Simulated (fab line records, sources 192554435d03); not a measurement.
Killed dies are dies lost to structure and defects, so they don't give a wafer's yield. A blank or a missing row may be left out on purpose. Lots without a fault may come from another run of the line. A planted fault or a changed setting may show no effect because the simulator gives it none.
Chamber matching | flow n5_finfet | N5_BEOL_M5_ETCH_75 on rie_diel-02: 4 sister chambers
The step etches underlayer in N2/H2, target depth 6.5 nm, time 5.2 s. 27 wafers are shown with their chamber, then 12 later ones without.

WAFERS WITH THEIR CHAMBER
wafer  | chamber | showerhead_plenum_p_Torr (Torr) | throttle_valve_pct (%) | drypump_motor_current_A (A)
L075.2 | 3       | 2.52                            | 18.13                  | 6.0
L075.5 | 2       | 2.69                            | 17.56                  | 6.2
L075.6 | 1       | 2.54                            | 17.77                  | 5.4
L077.2 | 1       | 2.54                            | 17.78                  | 5.3
L077.4 | 1       | 2.54                            | 17.78                  | 5.4
L077.6 | 2       | 2.69                            | 17.55                  | 6.2
L076.3 | 2       | 2.69                            | 17.53                  | 6.2
L076.4 | 1       | 2.54                            | 17.80                  | 5.4
L076.6 | 2       | 2.69                            | 17.55                  | 6.2
L074.1 | 1       | 2.54                            | 17.79                  | 5.3
L074.3 | 0       | 2.63                            | 17.96                  | 5.6
L074.5 | 3       | 2.51                            | 18.13                  | 6.0
L079.1 | 0       | 2.63                            | 17.95                  | 5.6
L079.2 | 1       | 2.54                            | 17.82                  | 5.4
L079.3 | 2       | 2.69                            | 17.58                  | 6.2
L079.4 | 3       | 2.51                            | 18.15                  | 6.0
L079.5 | 0       | 2.63                            | 17.95                  | 5.5
L079.6 | 3       | 2.51                            | 18.15                  | 6.0
L078.4 | 3       | 2.51                            | 18.14                  | 6.0
L078.5 | 2       | 2.69                            | 17.57                  | 6.2
L078.6 | 3       | 2.51                            | 18.16                  | 6.0
L081.1 | 2       | 2.69                            | 17.59                  | 6.2
L081.4 | 1       | 2.54                            | 17.81                  | 5.4
L081.5 | 1       | 2.54                            | 17.82                  | 5.4
L085.2 | 0       | 2.62                            | 17.97                  | 5.5
L085.3 | 2       | 2.68                            | 17.59                  | 6.2
L085.6 | 3       | 2.51                            | 18.16                  | 6.0

SIGNATURES (means of the wafers above)
reading                  | chamber 0 | chamber 1 | chamber 2 | chamber 3 | scatter within a chamber
showerhead_plenum_p_Torr | 2.6275    | 2.5400    | 2.6887    | 2.5114    | 0.00329
throttle_valve_pct       | 17.9575   | 17.7963   | 17.5650   | 18.1457   | 0.0175
drypump_motor_current_A  | 5.550     | 5.375     | 6.200     | 6.000     | 0.033
Rule: a wafer's distance from a chamber is the root of the sum, over the readings, of the square of ((its reading less the chamber's mean) divided by the reading's scatter). The wafer belongs to the nearest chamber; if the next one is less than 2 further off, it can't be placed. The scatter: the root of (the sum of the squares of (reading less its chamber's mean) over the shown wafers, divided by (wafers less chambers)).

WAFERS WITHOUT THEIR CHAMBER
wafer  | showerhead_plenum_p_Torr (Torr) | throttle_valve_pct (%) | drypump_motor_current_A (A)
L086.2 | 2.68                            | 17.58                  | 6.2
L086.4 | 2.51                            | 18.17                  | 6.0
L086.5 | 2.62                            | 17.97                  | 5.6
L092.2 | 2.53                            | 17.86                  | 5.4
L092.4 | 2.62                            | 17.99                  | 5.6
L092.5 | 2.53                            | 17.84                  | 5.3
L093.2 | 2.62                            | 18.00                  | 5.6
L093.3 | 2.50                            | 18.19                  | 6.0
L093.6 | 2.53                            | 17.84                  | 5.3
L095.2 | 2.62                            | 18.00                  | 5.6
L095.4 | 2.67                            | 17.62                  | 6.2
L095.5 | 2.50                            | 18.19                  | 6.0

WHICH CHAMBER EACH WENT THROUGH
wafer  | from the rows above | in truth
L086.2 | 2                   | 2
L086.4 | 3                   | 3
L086.5 | 0                   | 0
L092.2 | 1                   | 1
L092.4 | 0                   | 0
L092.5 | 1                   | 1
L093.2 | 0                   | 0
L093.3 | 3                   | 3
L093.6 | 1                   | 1
L095.2 | 0                   | 0
L095.4 | 2                   | 2
L095.5 | 3                   | 3
Placed correctly: 12 of 12. Can't be placed from these rows: 0. Placed wrongly: 0.
